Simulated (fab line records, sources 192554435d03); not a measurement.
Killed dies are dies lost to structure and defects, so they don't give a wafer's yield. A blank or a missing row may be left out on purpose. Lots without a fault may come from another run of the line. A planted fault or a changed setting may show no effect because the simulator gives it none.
fab line records | flow n5_finfet | part 1 of 2: steps 1 to 23 of 36
record lots=5 wafers=15 last_day=18
route steps=1938 shown BEOL_M11@1595 BEOL_M12@1602
lots that met no fault: from a run of the same line without faults
start_h: hours from the record's first day to the start of the lot's first wafer shown | wait_h: hours since the lot's step before | " the same as in the row above | L1.1+2: a row that stands for several wafers | - no value, or no start given | * or withheld: withheld | < > ~ a bound
route shown NAME@n: a module of which the file shows steps, and the number in the route of the first | usual: mean/standard deviation of fault-free wafers | same: alike in all rows | chamber/n: place in a boat | sites: the reading at each site | _std_site: their standard deviation | _edge_site: outer sites' mean less inner sites' | radius_mm: how far each site lies from the wafer's centre | mask NAME#n: copy n | behind: the tool/chamber that last shaped the wafer | hold: why the lot was held/for how many hours/how that ended | device: the transistor (n, p or np) that didn't switch | end of line: the same wafers' tests at the end of the route | a step without rows: its recipe alone | killed: dies lost to structure and defects at the first sort, not the wafer's yield | map: a wafer's dies, x killed, . not, _ none there
set.NAME: the setting as run; set.NAME@STEP: as run at that earlier step | model.NAME: the simulator's own value behind a step, which no gauge read
lots at some steps of the route; a table a step, a row a wafer
services: from which hour (start_h, from the record's first day; less than 0 if before it) a tool's chamber was out of use, for how many hours, and why
## steps
# step N5_BEOL_M11_ANNEAL_51
# recipe temp_c=225 time_s=90 ambient=N2
# usual anneal_temp_c=225.00/0.17 wafer_temp_C_max=225.66/0.18
# columns lot.wafer tool chamber start_h wait_h anneal_temp_c wafer_temp_C_max
L076.1 rtp_anneal-01 0 282.84 0.2 225.04 225.69
L076.4 " 0 " " 225.23 225.77
L076.6 " 0 " " 225.04 225.83
L080.1 rtp_anneal-01 0 300.10 0.1 224.94 225.74
L080.4 " 0 " " 224.73 225.48
L080.5 " 0 " " 224.72 225.63
L077.2 rtp_anneal-01 0 300.42 0.3 224.88 225.63
L077.3 " 0 " " 225.04 225.83
L077.6 " 0 " " 225.21 225.62
L087.1 rtp_anneal-02 0 343.98 0.1 225.24 226.01
L087.2 " 0 " " 225.27 225.94
L087.3 " 0 " " 225.20 225.67
L095.2 rtp_anneal-01 0 403.44 0.1 225.10 225.68
L095.4 " 0 " " 224.91 225.81
L095.5 " 0 " " 224.99 225.91
# step N5_BEOL_M11_CMP_52
# recipe stop_on=SiCOH_lowk t_overpolish_s=7 down_force_psi=1 platen_rpm=50 clearing_platen_down_force_psi=1.5 clearing_platen_rpm=50 post_cmp_clean=cu_alkaline target_thk_nm=140 clearing_platen_pad_velocity_m_s=0.99484 pad_velocity_m_s=0.99484
# usual barrier_field_endpoint_s=29.1/0.72 clearing_platen_rpm=49.999/0.026 edge_zone_pressure_frac=0.999/0.0048 motor_current_A=5.7/0.59 overpolish_run_s=7.001/0.01 time_to_endpoint_s=67.6/2.6
# columns lot.wafer tool chamber start_h wait_h barrier_field_endpoint_s clearing_platen_rpm edge_zone_pressure_frac motor_current_A overpolish_run_s time_to_endpoint_s
L076.4 cmp-04 0 283.17 0.2 30.3 49.958 0.995 4.8 7.003 71.0
L076.1 " 1 " " 28.9 50.030 0.998 6.7 7.011 66.9
L076.6 " 3 " " 30.3 50.007 1.006 6.3 7.016 69.8
L080.1 cmp-02 2 300.44 0.3 28.3 49.986 1.001 5.5 6.983 66.1
L080.4 " 3 " " 29.2 49.990 0.998 6.5 6.996 69.5
L080.5 " 1 " " 28.7 50.019 0.997 7.0 7.004 64.8
L077.2 cmp-04 3 300.67 0.2 28.9 50.017 0.999 6.2 7.012 67.9
L077.3 " 0 " " 29.1 49.976 1.000 5.0 6.999 66.7
L077.6 " 3 " " 30.1 50.022 1.006 5.9 7.011 70.2
L087.3 cmp-04 1 344.28 0.2 28.5 49.993 0.997 6.8 7.012 65.7
L087.2 " 2 " " 29.1 50.051 1.000 5.4 6.993 66.2
L087.1 " 3 " " 28.6 49.987 0.991 5.5 7.017 64.7
L095.2 cmp-01 3 403.73 0.2 29.1 49.998 0.998 6.0 6.998 66.0
L095.4 " 0 " " 29.3 50.056 0.999 5.8 7.022 65.7
L095.5 " 3 " " 29.4 50.013 0.999 5.6 7.002 66.9
# step N5_BEOL_M11_THK_MEAS_53
# recipe thk_meas_gauge=xrf reads=Cu_of_BEOL_M11_ECD_50
# usual M11_THK=141.5/2.7
# columns lot.wafer tool chamber start_h wait_h M11_THK[nm]
L076.1 film_metro-02 - 283.43 - 138.4
L076.4 " - " " 142.1
L076.6 " - " " 141.9
L080.1 film_metro-01 - 300.70 - 140.0
L080.4 " - " " 138.7
L080.5 " - " " 139.7
L077.2 film_metro-01 - 300.97 - 141.2
L077.3 " - " " 141.5
L077.6 " - " " 144.3
L087.1 film_metro-01 - 344.58 - 138.4
L087.2 " - " " 140.0
L087.3 " - " " 139.6
L095.2 film_metro-01 - 403.99 - 142.6
L095.4 " - " " 145.2
L095.5 " - " " 141.9
# step N5_BEOL_M11_PRE_CLEAN_55
# recipe gas=NH3 time_s=15 temp_c=withheld rf_power_w=300
# columns lot.wafer tool chamber start_h wait_h
L076.1+4+6 pecvd-02 2,0,2 283.46 0.0
L080.1+4+5 pecvd-01 0,0,2 300.73 0.0
L077.2+3+6 pecvd-03 1,1,2 301.00 0.0
L087.1+2+3 pecvd-03 1,0,2 344.61 0.0
L095.2+4+5 pecvd-03 2,0,2 404.03 0.0
# step N5_BEOL_M11_DEP_56
# recipe material=SiCN target_thk_a=300 temp_c=withheld precursor=3MS/NH3 pressure_torr=3 rf_w=675 time_s=10.5
# usual showerhead_plenum_p_Torr=4.153/0.017 throttle_valve_pct=18.3/1
# columns lot.wafer tool chamber start_h wait_h showerhead_plenum_p_Torr throttle_valve_pct
L076.1 pecvd-02 2 283.49 0.0 4.145 18.1
L076.4 " 0 " " 4.179 17.3
L076.6 " 2 " " 4.147 17.9
L080.1 pecvd-01 0 300.76 0.0 4.147 18.4
L080.4 " 0 " " 4.161 18.4
L080.5 " 2 " " 4.191 17.2
L077.2 pecvd-03 1 301.04 0.0 4.142 17.5
L077.3 " 1 " " 4.135 17.5
L077.6 " 2 " " 4.134 17.5
L087.1 pecvd-03 1 344.64 0.0 4.131 17.7
L087.2 " 0 " " 4.155 18.8
L087.3 " 2 " " 4.139 17.9
L095.2 pecvd-03 2 404.05 0.0 4.127 17.9
L095.4 " 0 " " 4.172 19.1
L095.5 " 2 " " 4.135 18.0
# step N5_BEOL_M11_RS_MEAS_57
# recipe thk_meas_gauge=four-point-probe reads=Cu_of_BEOL_M11_ECD_50+Co_of_BEOL_M11_CVD_75+TaN_of_BEOL_M11_ALD_74
# usual M11_RS=0.151/0.0031
# columns lot.wafer tool chamber start_h wait_h M11_RS[ohm/sq]
L076.1 film_metro-02 - 283.55 0.0 0.153
L076.4 " - " " 0.150
L076.6 " - " " 0.151
L080.1 film_metro-01 - 300.82 0.0 0.156
L080.4 " - " " 0.156
L080.5 " - " " 0.155
L077.2 film_metro-01 - 301.12 0.1 0.152
L077.3 " - " " 0.151
L077.6 " - " " 0.147
L087.1 film_metro-01 - 344.70 0.0 0.156
L087.2 " - " " 0.154
L087.3 " - " " 0.154
L095.2 film_metro-02 - 404.12 0.0 0.151
L095.4 " - " " 0.148
L095.5 " - " " 0.151
# step N5_BEOL_M11_INSPECT_58
# recipe inspect_instrument=darkfield mode=post_dep
# usual raw_defect_count=68/23
# columns lot.wafer tool chamber start_h wait_h raw_defect_count
L076.1 defect_inspect-01 - 283.58 0.0 117
L076.4 " - " " 58
L076.6 " - " " 77
L080.1 defect_inspect-02 - 300.85 0.0 45
L080.4 " - " " 45
L080.5 " - " " 73
L077.2 defect_inspect-01 - 301.14 0.0 37
L077.3 " - " " 68
L077.6 " - " " 48
L087.1 defect_inspect-02 - 344.73 0.0 53
L087.2 " - " " 60
L087.3 " - " " 49
L095.2 defect_inspect-01 - 404.14 0.0 63
L095.4 " - " " 50
L095.5 " - " " 72
# step N5_BEOL_M12_ILD_DEP_00
# recipe material=SiOC target_thk_a=6589.2 temp_c=350 precursor=DEMS/O2 pressure_torr=5 rf_w=500 time_s=130.7
# usual heater_power_w=463/54 showerhead_plenum_p_Torr=5.694/0.013 throttle_valve_pct=12.1/0.66
# columns lot.wafer tool chamber start_h wait_h heater_power_w showerhead_plenum_p_Torr throttle_valve_pct
L076.1 pecvd-01 0 283.62 0.0 451 5.688 12.3
L076.4 " 1 " " 415 5.705 13.6
L076.6 " 0 " " 466 5.693 12.3
L080.1 pecvd-02 2 300.88 0.0 410 5.688 12.0
L080.4 " 2 " " 436 5.680 12.0
L080.5 " 1 " " 414 5.688 11.8
L077.2 pecvd-04 2 301.19 0.0 455 5.686 12.3
L077.3 " 2 " " 493 5.663 12.7
L077.6 " 2 " " 522 5.681 12.4
L087.1 pecvd-01 1 344.76 0.0 521 5.678 13.5
L087.2 " 2 " " 469 5.697 11.5
L087.3 " 0 " " 430 5.687 12.3
L095.2 pecvd-02 0 404.18 0.0 550 5.707 11.8
L095.4 " 2 " " 387 5.679 12.2
L095.5 " 0 " " 555 5.717 11.7
# step N5_BEOL_M12_THK_MEAS_01
# recipe reads=SiOC_of_BEOL_M12_ILD_DEP_00
# usual M12_ILD_THK=658/7.3
# columns lot.wafer tool chamber start_h wait_h M12_ILD_THK[nm]
L076.1 film_metro-01 - 283.75 0.1 660
L076.4 " - " " 664
L076.6 " - " " 671
L080.1 film_metro-01 - 301.01 0.1 658
L080.4 " - " " 662
L080.5 " - " " 659
L077.2 film_metro-02 - 301.37 0.1 652
L077.3 " - " " 660
L077.6 " - " " 668
L087.1 film_metro-01 - 344.89 0.1 649
L087.2 " - " " 656
L087.3 " - " " 651
L095.2 film_metro-02 - 404.31 0.1 656
L095.4 " - " " 661
L095.5 " - " " 659
# step N5_BEOL_M12_COAT_58
# recipe resist=BARC temp_c=205 time_s=60 spin_rpm=1500 resist_thk_nm=89
# usual dispense_pressure_kPa=51/3.5
# columns lot.wafer tool chamber start_h wait_h dispense_pressure_kPa
L076.1 litho_track-02 0 283.78 0.0 46
L076.4 " 0 " " 46
L076.6 " 0 " " 46
L080.1 litho_track-04 0 301.05 0.0 52
L080.4 " 0 " " 52
L080.5 " 0 " " 52
L077.2 litho_track-04 0 301.40 0.0 51
L077.3 " 0 " " 52
L077.6 " 0 " " 51
L087.1 litho_track-04 0 344.93 0.0 51
L087.2 " 0 " " 52
L087.3 " 0 " " 51
L095.2 litho_track-02 0 404.34 0.0 45
L095.4 " 0 " " 45
L095.5 " 0 " " 45
# step N5_BEOL_M12_COAT_04
# recipe spin_rpm=1625 resist_thk_nm=400
# usual dispense_pressure_kPa=51/3.5
# columns lot.wafer tool chamber start_h wait_h dispense_pressure_kPa
L076.1 litho_track-02 0 - - 45
L076.4 " 0 " " 45
L076.6 " 0 " " 45
L080.1 litho_track-04 0 - - 51
L080.4 " 0 " " 51
L080.5 " 0 " " 51
L077.2 litho_track-04 0 - - 51
L077.3 " 0 " " 51
L077.6 " 0 " " 51
L087.1 litho_track-04 0 - - 52
L087.2 " 0 " " 51
L087.3 " 0 " " 52
L095.2 litho_track-02 0 - - 46
L095.4 " 0 " " 46
L095.5 " 0 " " 46
# step N5_BEOL_M12_EBR_06
# recipe solvent=PGMEA ebr_width_mm=1.5
# columns lot.wafer tool chamber start_h wait_h
L076.1+4+6 litho_track-02 0 - -
L080.1+4+5 litho_track-04 0 - -
L077.2+3+6 litho_track-04 0 - -
L087.1+2+3 litho_track-04 0 - -
L095.2+4+5 litho_track-02 0 - -
# step N5_BEOL_M12_SOFTBAKE_05
# recipe temp_c=130 time_s=60
# columns lot.wafer tool chamber start_h wait_h
L076.1+4+6 litho_track-02 0 - -
L080.1+4+5 litho_track-04 0 - -
L077.2+3+6 litho_track-04 0 - -
L087.1+2+3 litho_track-04 0 - -
L095.2+4+5 litho_track-02 0 - -
# step N5_BEOL_M12_EXPOSE_07
# recipe mask_id=V11 na=0.93 source_shape=conventional sigma_outer=0.6 polarization=unpolarized attpsm_phase_deg=180 dose_mj=32.5
# columns lot.wafer tool chamber start_h wait_h mask
L076.1+4+6 krf_scanner-02 0 284.01 - V11#0
L080.1+4+5 krf_scanner-01 0 301.15 - V11#0
L077.2+3+6 krf_scanner-01 0 301.78 - V11#0
L087.1+2+3 krf_scanner-02 0 345.03 - V11#0
L095.2+4+5 krf_scanner-01 0 404.45 - V11#0
# step N5_BEOL_M12_PEB_08
# recipe peb_temp_c=130 peb_time_s=90
# columns lot.wafer tool chamber start_h wait_h
L076.1+4+6 litho_track-05 0 284.07 0.1
L080.1+4+5 litho_track-05 0 301.20 0.1
L077.2+3+6 litho_track-05 0 301.83 0.0
L087.1+2+3 litho_track-04 0 345.08 0.1
L095.2+4+5 litho_track-02 0 404.50 0.0
# step N5_BEOL_M12_DEVELOP_09
# recipe develop_time_s=45 rinse_liquid=diw dry=air_spin dev_temp_c=21
# columns lot.wafer tool chamber start_h wait_h
L076.1+4+6 litho_track-05 0 - -
L080.1+4+5 litho_track-05 0 - -
L077.2+3+6 litho_track-05 0 - -
L087.1+2+3 litho_track-04 0 - -
L095.2+4+5 litho_track-02 0 - -
# step N5_BEOL_M12_HARDBAKE_14
# recipe temp_c=130 time_s=120
# columns lot.wafer tool chamber start_h wait_h
L076.1+4+6 litho_track-05 0 - -
L080.1+4+5 litho_track-05 0 - -
L077.2+3+6 litho_track-05 0 - -
L087.1+2+3 litho_track-04 0 - -
L095.2+4+5 litho_track-02 0 - -
# step N5_BEOL_M12_CD_MEAS_10
# recipe target_cd_nm=140 landing_energy_ev=500 detector=se_inlens polarity=opening
# usual cd_nm=139.9/1.2
# same landing_energy_ev=500
# columns lot.wafer tool chamber start_h wait_h cd_nm
L076.1 cd_sem-02 0 284.19 - 140.9
L076.4 " 0 " " 140.6
L076.6 " 0 " " 140.2
L080.1 cd_sem-01 0 301.32 - 140.4
L080.4 " 0 " " 139.0
L080.5 " 0 " " 138.8
L077.2 cd_sem-02 0 301.94 - 141.1
L077.3 " 0 " " 139.7
L077.6 " 0 " " 141.1
L087.1 cd_sem-02 0 345.20 - 140.2
L087.2 " 0 " " 139.8
L087.3 " 0 " " 139.0
L095.2 cd_sem-02 0 404.61 - 139.2
L095.4 " 0 " " 140.5
L095.5 " 0 " " 138.8
# step N5_BEOL_M12_OVL_MEAS_11
# recipe points_per_wafer=44
# usual V11_OVL=-2/5.9
# columns lot.wafer tool chamber start_h wait_h V11_OVL[nm]
L076.1 overlay-01 0 284.22 0.0 3
L076.4 " 0 " " 0
L076.6 " 0 " " -5
L080.1 overlay-02 0 301.35 0.0 -3
L080.4 " 0 " " 1
L080.5 " 0 " " -2
L077.2 overlay-01 0 301.97 0.0 1
L077.3 " 0 " " -9
L077.6 " 0 " " 16
L087.1 overlay-01 0 345.23 0.0 0
L087.2 " 0 " " 0
L087.3 " 0 " " -3
L095.2 overlay-02 0 404.64 0.0 -1
L095.4 " 0 " " -5
L095.5 " 0 " " -10
# step N5_BEOL_M12_INSPECT_12
# recipe mode=adi inspect_instrument=macro
# usual raw_defect_count=2.0/1.5
# columns lot.wafer tool chamber start_h wait_h raw_defect_count
L076.1 defect_inspect-01 - 284.24 0.0 2
L076.4 " - " " 1
L076.6 " - " " 1
L080.1 defect_inspect-01 - 301.37 0.0 3
L080.4 " - " " 1
L080.5 " - " " 6
L077.2 defect_inspect-01 - 302.00 0.0 1
L077.3 " - " " 3
L077.6 " - " " 1
L087.1 defect_inspect-02 - 345.25 0.0 1
L087.2 " - " " 3
L087.3 " - " " 1
L095.2 defect_inspect-01 - 404.67 0.0 1
L095.4 " - " " 3
L095.5 " - " " 2
# step N5_BEOL_M12_DESCUM_15
# recipe chemistry=O2 time_s=7.9 source_power_w=50 bias_power_w=20 pressure_mtorr=20 rf_frequency_hz=2.712e+07 temp_c=40 o2_flow_sccm=225
# usual drypump_motor_current_A=5.6/0.49 oes_product_au=0.82/0.063 rf_vpp_V=243.6/1.5 showerhead_plenum_p_Torr=2.13/0.079 throttle_valve_pct=20.38/0.13
# columns lot.wafer tool chamber start_h wait_h drypump_motor_current_A oes_product_au rf_hours_counter_h rf_vpp_V showerhead_plenum_p_Torr throttle_valve_pct
L076.1 rie_diel-01 3 284.37 0.1 6.3 0.84 64 241.0 2.04 20.55
L076.4 " 0 " " 5.7 0.77 125 242.9 2.10 20.40
L076.6 " 2 " " 5.4 0.86 - 243.0 2.22 20.35
L080.1 rie_diel-03 3 301.41 0.0 4.8 0.69 242 243.4 2.15 20.79
L080.4 " 1 " " 6.5 0.82 102 244.3 2.20 20.41
L080.5 " 1 " " 6.5 0.82 - 244.7 2.20 20.40
L077.2 rie_diel-01 0 302.03 0.0 5.7 0.76 132 244.3 2.10 20.38
L077.3 " 3 " " 6.3 0.83 71 242.2 2.04 20.55
L077.6 " 1 " " 5.1 0.83 - 245.3 2.21 20.40
L087.1 rie_diel-01 3 345.54 0.3 6.3 0.81 86 242.6 2.04 20.56
L087.2 " 2 " " 5.3 0.83 78 244.3 2.21 20.39
L087.3 " 0 " " 5.8 0.76 147 242.9 2.09 20.40
L095.2 rie_diel-01 3 404.70 0.0 6.3 0.78 109 241.2 2.03 20.60
L095.4 " 0 " " 5.8 0.73 169 242.6 2.09 20.43
L095.5 " 0 " " 5.7 0.72 - 243.2 2.08 20.43
# step N5_BEOL_M12_ETCH_59
# recipe chemistry=N2/H2 target=BARC target_depth_a=890 overetch_a=267 time_s=67.9 ion_energy_ev=200 pressure_mtorr=30 source_w=840 bias_w=150 n2_flow_sccm=200 h2_flow_sccm=200
# usual drypump_motor_current_A=5.6/0.49 n2_flow_sccm=200.1/0.63 oes_product_au=0.70/0.051 rf_vpp_V=525.0/2.8 showerhead_plenum_p_Torr=2.58/0.099 throttle_valve_pct=17.82/0.14
# columns lot.wafer tool chamber start_h wait_h drypump_motor_current_A n2_flow_sccm oes_product_au rf_hours_counter_h rf_vpp_V showerhead_plenum_p_Torr throttle_valve_pct
L076.1 rie_diel-01 3 284.40 0.0 6.3 200.4 0.71 64 523.1 2.48 17.95
L076.4 " 0 " " 5.8 199.7 0.66 125 523.5 2.54 17.73
L076.6 " 2 " " 5.3 200.4 0.73 - 527.7 2.69 17.77
L080.1 rie_diel-03 3 301.44 0.0 4.8 200.5 0.59 242 526.6 2.61 18.31
L080.4 " 1 " " 6.5 200.9 0.69 103 527.8 2.68 17.95
L080.5 " 1 " " 6.5 200.1 0.68 - 527.9 2.68 17.94
L077.2 rie_diel-01 0 302.07 0.0 5.8 199.5 0.65 132 523.0 2.54 17.74
L077.3 " 3 " " 6.3 200.3 0.72 71 522.7 2.47 17.96
L077.6 " 1 " " 5.1 199.4 0.71 - 527.4 2.69 17.85
L087.1 rie_diel-01 3 345.57 0.0 6.3 200.8 0.69 86 521.5 2.47 17.99
L087.2 " 2 " " 5.3 200.1 0.71 78 527.5 2.68 17.79
L087.3 " 0 " " 5.8 199.6 0.65 147 523.2 2.53 17.77
L095.2 rie_diel-01 3 404.74 0.0 6.3 200.1 0.67 109 521.0 2.46 18.02
L095.4 " 0 " " 5.8 200.3 0.63 169 524.8 2.53 17.81
L095.5 " 0 " " 5.7 199.7 0.63 - 523.8 2.53 17.81
# step N5_BEOL_M12_VIA_ETCH_16
# recipe chemistry=C4F8/O2/Ar target=SiOC pressure_mtorr=30 source_w=3000 bias_w=700 Ar_flow_sccm=400 C4F8_flow_sccm=15 O2_flow_sccm=8 he_inner_torr=15 he_outer_torr=30 target_depth_a=7248 time_s=withheld ion_energy_ev=250 ends=cleared
# usual drypump_motor_current_A=5.6/0.49 oes_product_au=0.74/0.056 rf_vpp_V=667/3.4 showerhead_plenum_p_Torr=3.47/0.12 throttle_valve_pct=24.15/0.16
# columns lot.wafer tool chamber start_h wait_h drypump_motor_current_A oes_product_au rf_vpp_V showerhead_plenum_p_Torr throttle_valve_pct
L076.1 rie_diel-01 3 284.45 0.0 6.3 0.76 662 3.34 24.30
L076.4 " 0 " " 5.8 0.70 665 3.42 24.09
L076.6 " 2 " " 5.3 0.78 671 3.61 24.13
L080.1 rie_diel-03 3 301.49 0.0 4.9 0.61 669 3.50 24.56
L080.4 " 1 " " 6.5 0.74 669 3.58 24.22
L080.5 " 1 " " 6.5 0.74 671 3.58 24.22
L077.2 rie_diel-01 0 302.12 0.0 5.8 0.70 666 3.42 24.10
L077.3 " 3 " " 6.3 0.75 662 3.34 24.31
L077.6 " 1 " " 5.1 0.75 671 3.60 24.22
L087.1 rie_diel-01 3 345.63 0.0 6.4 0.73 663 3.33 24.35
L087.2 " 2 " " 5.3 0.75 672 3.59 24.14
L087.3 " 0 " " 5.7 0.69 667 3.41 24.11
L095.2 rie_diel-01 3 404.79 0.0 6.3 0.70 663 3.32 24.36
L095.4 " 0 " " 5.7 0.67 666 3.40 24.14
L095.5 " 0 " " 5.8 0.66 664 3.40 24.16
